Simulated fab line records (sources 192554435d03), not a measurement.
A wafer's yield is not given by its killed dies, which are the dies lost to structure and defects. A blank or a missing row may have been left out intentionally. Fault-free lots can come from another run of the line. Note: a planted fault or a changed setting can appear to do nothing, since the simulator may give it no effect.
fab line records	flow n5-finfet
record lots=7	wafers=19	last-day=17
route steps=1938 shown HKMG_FIN@445 BEOL_M4@1111
lots untouched by any fault: they come from a run of this same line in which no faults occurred
start-h: hours from the record's first day to the start of the lot's first wafer shown	wait-h: hours elapsed since this lot's preceding step	" repeats the value in the row above	L1.1+2: a single row standing in for several wafers	- no value present, or no start provided	* or withheld: withheld	< > ~ a bound
route shown NAME@n: a module of which the file shows steps, and the number in the route of the first	usual: mean/standard deviation taken from wafers without a fault	same: alike in all rows	chamber/n: place in a boat	sites: per-site readings	_std_site: how widely they spread, as a standard deviation	_edge_site: inner sites' mean taken away from outer sites' mean	radius-mm: how far each site lies from the wafer's centre	mask NAME#n: copy n	behind: the most recent tool/chamber to have shaped the wafer	hold: cause of the lot's hold/its duration in hours/its outcome	device: the transistor (n, p or np) that didn't switch	end of line: the same wafers' tests at the end of the route	a step given without rows: its recipe and nothing more	killed: at the first sort, the dies lost to defects and structure; wafer yield is something else	map: a wafer's dies, marking killed ones x, the rest . and places with no die _
set.NAME: the setting the step ran with; set.NAME@STEP: the setting that earlier step ran with	model.NAME: the simulator's own value behind a step, which no gauge read
a table for each step, a row for each wafer; lots at some steps of the route
services: when a tool's chamber went out of use (start-h, in hours from the record's first day, below 0 if earlier), for how many hours, and the reason
## steps
# step N5_HKMG_FIN_STRIP_89
# recipe chemistry=N2/H2	material=SOC	time-s=20	power-w=500	temp-c=40	pressure-mtorr=50	rf-frequency-hz=6e+07	bias-power-w=8	h2-frac=0.5	n2-flow-sccm=300	h2-flow-sccm=300
# step N5_HKMG_FIN_WET_ETCH_87
# recipe chemistry=SC1	target=TiN	mix=1:2:40	temp-c=50	time-s=154.2	target-depth-nm=4.7	dry=ipa-marangoni	rinse-time-s=30	rinse-temp-c=23
# step N5_HKMG_FIN_STRIP_88
# recipe chemistry=N2/H2	power-w=2500	temp-c=300	h2-frac=0.65	time-s=360	pressure-mtorr=withheld	n2-flow-sccm=1750	h2-flow-sccm=3250
# usual drypump-motor-current-A=5.3/0.55	heater-power-w=450/27	temp-c=299.98/0.18
lot.wafer	tool	chamber	start-h	wait-h	drypump-motor-current-A	heater-power-w	rf-hours-counter-h	temp-c
L466.1	plasma-asher-02	1	87.89	0.0	5.2	418	87	299.78
L466.3	"	1	"	"	5.2	417	-	299.85
L466.5	"	1	"	"	5.2	414	-	299.74
L469.2	plasma-asher-01	1	108.87	0.0	5.3	471	47	299.83
L469.3	"	0	"	"	6.6	482	-	300.05
L469.5	"	0	"	"	6.6	483	-	299.89
L475.1	plasma-asher-02	1	147.33	0.0	5.2	411	99	300.18
L475.3	"	0	"	"	4.9	483	-	300.33
L475.5	"	0	"	"	4.9	452	-	300.34
L477.3	plasma-asher-02	1	154.46	0.1	5.2	424	-	300.08
L477.4	"	0	"	"	4.9	470	-	300.13
L478.1	plasma-asher-02	0	164.37	0.2	4.9	463	105	299.89
L478.4	"	1	"	"	5.2	422	-	299.97
L478.6	"	0	"	"	4.9	466	-	300.07
L480.2	plasma-asher-02	0	171.78	0.0	4.9	458	108	300.07
L480.4	"	0	"	"	4.9	470	-	299.80
L486.1	plasma-asher-01	0	213.61	0.0	6.6	492	58	300.10
L486.4	"	0	"	"	6.6	471	-	299.67
L486.5	"	0	"	"	6.6	466	-	299.76
# step N5_HKMG_FIN_NWFM_ALD_20
# recipe material=TiAlC	target-thk-a=20	temp-c=300	ald-precursor-family=TiCl4	ald-co-reactant=TEA	pulse-time-s=3	purge-time-s=2	co-reactant-purge-time-s=2	co-reactant-pulse-time-s=10	ald-cycles=7	pressure-torr=3
# usual ald-cycles=7/0	heater-power-w=509/58	precursor-pulse-height-rel=1.001/0.019
lot.wafer	tool	chamber	start-h	wait-h	ald-cycles	heater-power-w	precursor-pulse-height-rel
L466.1	ald-metal-03	0	88.28	0.3	7	437	0.983
L466.3	"	3	"	"	7	376	1.033
L466.5	"	3	"	"	7	373	1.028
L469.2	ald-metal-02	3	109.26	0.3	7	479	1.032
L469.3	"	1	"	"	7	555	0.973
L469.5	"	2	"	"	7	501	0.988
L475.1	ald-metal-02	3	147.71	0.3	7	464	0.979
L475.3	"	1	"	"	7	554	0.982
L475.5	"	0	"	"	7	501	0.988
L477.3	ald-metal-04	3	154.73	0.1	7	559	1.006
L477.4	"	2	"	"	7	579	1.023
L478.1	ald-metal-04	3	164.75	0.3	7	581	1.029
L478.4	"	2	"	"	7	577	0.975
L478.6	"	2	"	"	7	572	0.981
L480.2	ald-metal-02	3	172.16	0.3	7	459	1.000
L480.4	"	1	"	"	7	566	1.001
L486.1	ald-metal-02	2	213.99	0.3	7	495	0.994
L486.4	"	3	"	"	7	469	1.002
L486.5	"	0	"	"	7	510	0.989
# step N5_HKMG_FIN_ALD_71
# recipe material=TiN	target-thk-a=10	temp-c=400	ald-precursor-family=TiCl4	ald-co-reactant=NH3	pulse-time-s=1	purge-time-s=3	co-reactant-purge-time-s=2	co-reactant-pulse-time-s=2	ald-cycles=47	pressure-torr=3
# step N5_HKMG_FIN_COAT_66
# recipe resist=SOC	temp-c=250	time-s=60	spin-rpm=1500	resist-thk-nm=300
# step N5_HKMG_FIN_ETCH_67
# recipe chemistry=N2/H2	target=SOC	target-depth-a=3889	stop-on=TiN	ion-energy-ev=100	bias-w=61	pressure-mtorr=30	source-w=850	n2-flow-sccm=200	h2-flow-sccm=200
# usual bias-w=61.01/0.16	drypump-motor-current-A=5.8/0.58	oes-product-au=0.78/0.086	rf-vpp-V=240.7/1.2	showerhead-plenum-p-Torr=2.55/0.076	throttle-valve-pct=17.89/0.29
lot.wafer	tool	chamber	start-h	wait-h	bias-w	drypump-motor-current-A	oes-product-au	rf-hours-counter-h	rf-vpp-V	showerhead-plenum-p-Torr	throttle-valve-pct
L466.1	rie-diel-06	1	88.72	-	60.91	5.7	0.77	110	241.3	2.67	18.15
L466.3	"	0	"	"	60.98	6.8	0.80	82	240.2	2.47	17.47
L466.5	"	3	"	"	61.08	4.9	0.83	-	239.2	2.59	17.96
L469.2	rie-diel-02	1	109.71	-	61.16	5.5	0.71	187	242.2	2.64	18.09
L469.3	"	0	"	"	61.07	5.2	0.94	2	240.2	2.50	17.45
L469.5	"	0	"	"	60.95	5.2	0.95	-	239.4	2.50	17.47
L475.1	rie-diel-02	0	148.15	-	60.94	5.3	0.88	20	239.3	2.50	17.49
L475.3	"	2	"	"	61.21	6.5	0.84	77	241.5	2.58	17.92
L475.5	"	0	"	"	61.12	5.2	0.89	-	239.3	2.50	17.49
L477.3	rie-diel-06	1	155.17	-	61.15	5.7	0.75	131	242.5	2.66	18.18
L477.4	"	1	"	"	61.47	5.7	0.74	-	243.0	2.66	18.20
L478.1	rie-diel-04	3	165.19	-	60.93	6.0	0.84	52	243.5	2.69	17.66
L478.4	"	2	"	"	61.47	5.9	0.82	-	239.9	2.47	17.86
L478.6	"	0	"	"	60.82	6.5	0.67	-	239.6	2.50	17.91
L480.2	rie-diel-06	1	172.60	-	60.73	5.7	0.74	140	241.0	2.66	18.19
L480.4	"	2	"	"	60.80	5.9	0.73	156	240.0	2.43	17.64
L486.1	rie-diel-02	0	214.64	-	60.93	5.2	0.86	38	240.0	2.49	17.53
L486.4	"	1	"	"	60.84	5.5	0.69	221	242.9	2.63	18.14
L486.5	"	3	"	"	60.93	5.1	0.64	-	241.0	2.51	18.46
# step N5_HKMG_FIN_STRIP_90
# recipe chemistry=N2/H2	material=SOC	time-s=20	power-w=500	temp-c=40	pressure-mtorr=50	rf-frequency-hz=6e+07	bias-power-w=8	h2-frac=0.5	n2-flow-sccm=300	h2-flow-sccm=300
# step N5_HKMG_FIN_WET_ETCH_73
# recipe chemistry=SC1	mix=1:2:40	temp-c=50	time-s=42.3	target-depth-nm=1.3	dry=ipa-marangoni	rinse-time-s=30	rinse-temp-c=23
# step N5_HKMG_FIN_ETCHBACK_68
# recipe chemistry=Cl2/Ar	stop-on=HfO2	target-depth-a=5	pressure-mtorr=10	icp-w=600	bias-w=60	Cl2_flow_sccm=40	Ar_flow_sccm=60
# step N5_HKMG_FIN_STRIP_69
# recipe chemistry=N2/H2	power-w=2500	temp-c=300	h2-frac=0.65	time-s=360	pressure-mtorr=withheld	n2-flow-sccm=1750	h2-flow-sccm=3250
# usual drypump-motor-current-A=5.4/0.59	heater-power-w=452/25	temp-c=300.01/0.18
lot.wafer	tool	chamber	start-h	wait-h	drypump-motor-current-A	heater-power-w	rf-hours-counter-h	temp-c
L466.1	plasma-asher-02	0	89.07	0.1	4.9	467	88	299.97
L466.3	"	1	"	"	5.2	408	-	299.95
L466.5	"	0	"	"	4.9	464	-	300.17
L469.2	plasma-asher-01	0	110.07	0.1	6.6	465	47	300.08
L469.3	"	0	"	"	6.6	482	-	299.83
L469.5	"	1	"	"	5.3	466	-	300.08
L475.1	plasma-asher-01	0	148.51	0.1	6.6	464	54	300.11
L475.3	"	0	"	"	6.6	481	-	299.87
L475.5	"	1	"	"	5.3	471	-	300.04
L477.3	plasma-asher-02	0	155.65	0.2	4.9	461	-	300.13
L477.4	"	1	"	"	5.2	415	-	299.92
L478.1	plasma-asher-02	0	165.55	0.1	5.0	470	106	300.01
L478.4	"	0	"	"	4.9	466	-	300.12
L478.6	"	0	"	"	4.9	458	-	299.99
L480.2	plasma-asher-02	1	172.96	0.1	5.2	402	109	300.28
L480.4	"	0	"	"	4.9	461	-	299.86
L486.1	plasma-asher-01	0	215.00	0.1	6.6	487	59	299.70
L486.4	"	0	"	"	6.6	487	-	299.82
L486.5	"	1	"	"	5.3	466	-	299.79
# step N5_HKMG_FIN_ALD_21
# recipe material=TiN	target-thk-a=15	temp-c=400	ald-precursor-family=TiCl4	ald-co-reactant=NH3	pulse-time-s=1	purge-time-s=3	co-reactant-purge-time-s=2	co-reactant-pulse-time-s=2	ald-cycles=68	pressure-torr=3
# step N5_HKMG_FIN_ALD_72
# recipe material=W	target-thk-a=20	temp-c=300	pressure-torr=7.5	ald-precursor-family=WF6	ald-co-reactant=B2H6	pulse-time-s=1	purge-time-s=2	co-reactant-purge-time-s=2	co-reactant-pulse-time-s=3	ald-cycles=7
# usual ald-cycles=7/0	heater-power-w=474/52	precursor-pulse-height-rel=0.999/0.021
lot.wafer	tool	chamber	start-h	wait-h	ald-cycles	heater-power-w	precursor-pulse-height-rel	model.W_of_HKMG_FIN_ALD_72.thk-nm
L466.1	cvd-w-01	0	89.82	0.2	7	507	0.985	2
L466.3	"	1	"	"	7	501	1.006	2
L466.5	"	0	"	"	7	498	0.973	2
L469.2	cvd-w-01	1	110.81	0.2	7	508	1.003	2
L469.3	"	1	"	"	7	493	0.985	1.8
L469.5	"	0	"	"	7	500	1.015	2
L475.1	cvd-w-02	0	149.26	0.2	7	367	0.996	2
L475.3	"	0	"	"	7	377	0.970	2
L475.5	"	0	"	"	7	378	0.974	2
L477.3	cvd-w-01	1	156.30	0.2	7	507	1.021	2
L477.4	"	0	"	"	9	502	0.997	2.4
L478.1	cvd-w-01	0	166.30	0.2	7	517	0.971	1.8
L478.4	"	1	"	"	9	511	1.005	2.4
L478.6	"	0	"	"	7	504	0.992	1.8
L480.2	cvd-w-01	1	173.71	0.2	9	512	1.036	2.6
L480.4	"	1	"	"	9	514	0.980	2.6
L486.1	cvd-w-02	0	215.75	0.2	7	374	1.046	2.2
L486.4	"	0	"	"	7	377	0.974	2
L486.5	"	1	"	"	7	457	1.025	2.2
# step N5_HKMG_FIN_W_FILL_22
# recipe material=W	target-thk-a=600	temp-c=400	pressure-torr=39.4	time-s=18.2
# usual heater-power-w=846/90	throttle-valve-pct=19.1/1.3
lot.wafer	tool	chamber	start-h	wait-h	heater-power-w	throttle-valve-pct
L466.1	cvd-w-01	0	89.88	0.0	882	20.6
L466.3	"	1	"	"	879	19.8
L466.5	"	0	"	"	879	20.5
L469.2	cvd-w-01	1	110.88	0.0	925	19.7
L469.3	"	1	"	"	902	19.6
L469.5	"	0	"	"	900	20.6
L475.1	cvd-w-02	0	149.32	0.0	664	18.0
L475.3	"	0	"	"	685	18.4
L475.5	"	0	"	"	677	18.0
L477.3	cvd-w-01	1	156.35	0.0	922	19.8
L477.4	"	0	"	"	887	20.7
L478.1	cvd-w-01	0	166.36	0.0	886	20.8
L478.4	"	1	"	"	907	19.7
L478.6	"	0	"	"	889	20.5
L480.2	cvd-w-01	1	173.77	0.0	910	19.4
L480.4	"	1	"	"	913	19.6
L486.1	cvd-w-02	0	215.81	0.0	677	18.3
L486.4	"	0	"	"	677	18.4
L486.5	"	1	"	"	868	17.3
# step N5_BEOL_M4_RC_MEAS_101
# usual DIBL_N=36.3/1	DIBL_P=36.2/1.4	IOFF_N=0.157/0.021	IOFF_P=0.206/0.025	ION_N=673/9	ION_P=461/6.4	SS_N=71.5/0.5	SS_P=73.2/0.47	VT_N=249.9/2.4	VT_P=-250.6/2.9
lot.wafer	tool	chamber	start-h	wait-h	DIBL_N[mV/V]	DIBL_P[mV/V]	IOFF_N[nA/um]	IOFF_P[nA/um]	ION_N[uA/um]	ION_P[uA/um]	SS_N[mV/dec]	SS_P[mV/dec]	VT_N[mV]	VT_P[mV]
L466.1	prober-02	0	178.01	0.0	35.8	36.6	0.150	0.210	671	465	71.7	73.4	249.6	-250.8
L466.3	"	0	"	"	36.3	37.5	0.164	0.215	680	468	71.0	74.2	252.6	-251.1
L466.5	"	0	"	"	36.8	38.1	0.172	0.221	687	469	71.5	73.7	249.8	-249.4
L469.2	prober-02	0	199.80	0.2	36.6	37.1	0.158	0.208	670	457	71.3	73.6	251.4	-251.3
L469.3	"	0	"	"	34.5	34.7	0.138	0.184	673	465	71.1	73.2	250.4	-249.8
L469.5	"	0	"	"	36.5	37.6	0.159	0.216	663	454	71.3	73.7	252.1	-251.2
L475.1	prober-01	0	233.89	0.0	36.4	36.5	0.167	0.216	683	464	71.9	72.3	247.8	-248.5
L475.3	"	0	"	"	35.2	35.3	0.140	0.192	667	462	71.3	73.0	250.2	-251.0
L475.5	"	0	"	"	37.2	37.3	0.179	0.237	681	470	71.3	73.4	247.5	-245.6
L477.3	prober-01	0	247.49	0.3	36.0	35.7	0.155	0.204	667	454	71.0	73.5	251.8	-250.8
L477.4	"	0	"	"	37.6	37.8	0.190	0.232	675	455	72.0	73.8	250.0	-248.7
L478.1	prober-01	0	251.80	0.0	36.8	35.5	0.187	0.244	677	463	71.0	73.3	247.5	-244.9
L478.4	"	0	"	"	36.8	36.0	0.185	0.234	688	465	71.7	73.6	246.7	-245.9
L478.6	"	0	"	"	38.6	38.3	0.231	0.281	700	475	72.1	73.8	243.9	-246.2
L480.2	prober-01	0	255.78	0.2	35.6	33.8	0.126	0.183	664	460	71.2	72.9	251.8	-251.5
L480.4	"	0	"	"	35.0	33.9	0.120	0.179	667	457	70.8	73.3	252.0	-251.5
L486.1	prober-02	0	301.67	0.0	37.1	37.4	0.172	0.208	676	463	71.5	73.3	251.2	-251.8
L486.4	"	0	"	"	36.7	36.5	0.165	0.203	674	458	71.5	73.2	250.1	-251.7
L486.5	"	0	"	"	35.8	36.0	0.148	0.184	675	456	71.2	74.2	251.8	-252.5
## services
tool	chamber	start-h	hours	kind
cvd-w-01	-	66.72	0.3	repair
cvd-w-02	0	67.08	5.1	repair
cvd-w-02	1	70.56	6.2	repair
rie-diel-02	0	85.26	-	clean
rie-diel-02	0	85.26	-	consumable-replace:focus-ring
rie-diel-02	0	85.26	18.9	scheduled-down
rie-diel-02	0	85.26	18.9	vent-cycle
rie-diel-04	0	96.47	9.4	repair
cvd-w-01	-	103.60	1.7	repair
ald-metal-04	-	106.56	0.5	repair
rie-diel-04	1	108.49	18.2	repair
plasma-asher-02	-	108.90	1.4	repair
cvd-w-01	1	111.57	13.5	repair
cvd-w-01	-	127.84	0.4	repair
rie-diel-04	1	151.30	-	clean
rie-diel-04	1	151.30	-	consumable-replace:focus-ring
plasma-asher-01	-	153.76	14.6	pm
rie-diel-06	2	154.30	2.7	repair
plasma-asher-01	-	168.36	28.1	pm
cvd-w-01	1	179.28	-	calibration
rie-diel-02	-	187.98	14.6	pm
ald-metal-03	1	197.08	2.4	repair
ald-metal-02	-	201.78	6.0	pm
rie-diel-04	1	209.25	5.5	repair
## key
first-sign step=N5_HKMG_FIN_ALD_72	reading=ald-cycles	direction=up	sigmas=99+	usual=*	struck=*
effect none on later readings
model-effect step=N5_HKMG_FIN_ALD_72	value=W_of_HKMG_FIN_ALD_72.thk-nm	without=1.9	struck=2.5
met-at N5_HKMG_FIN_ALD_72
struck-wafers L477.4,L478.4,L480.2,L480.4
onset-between 110.81 156.30
fault kind=process-parameter-drift	tool=cvd-w-01	chamber=-	onset-h=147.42	steps=N5_HKMG_FIN_ALD_72	channel=ald-cycles	offset=*	shape=step	end-h=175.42	scope=struck-wafers-only	stated=*
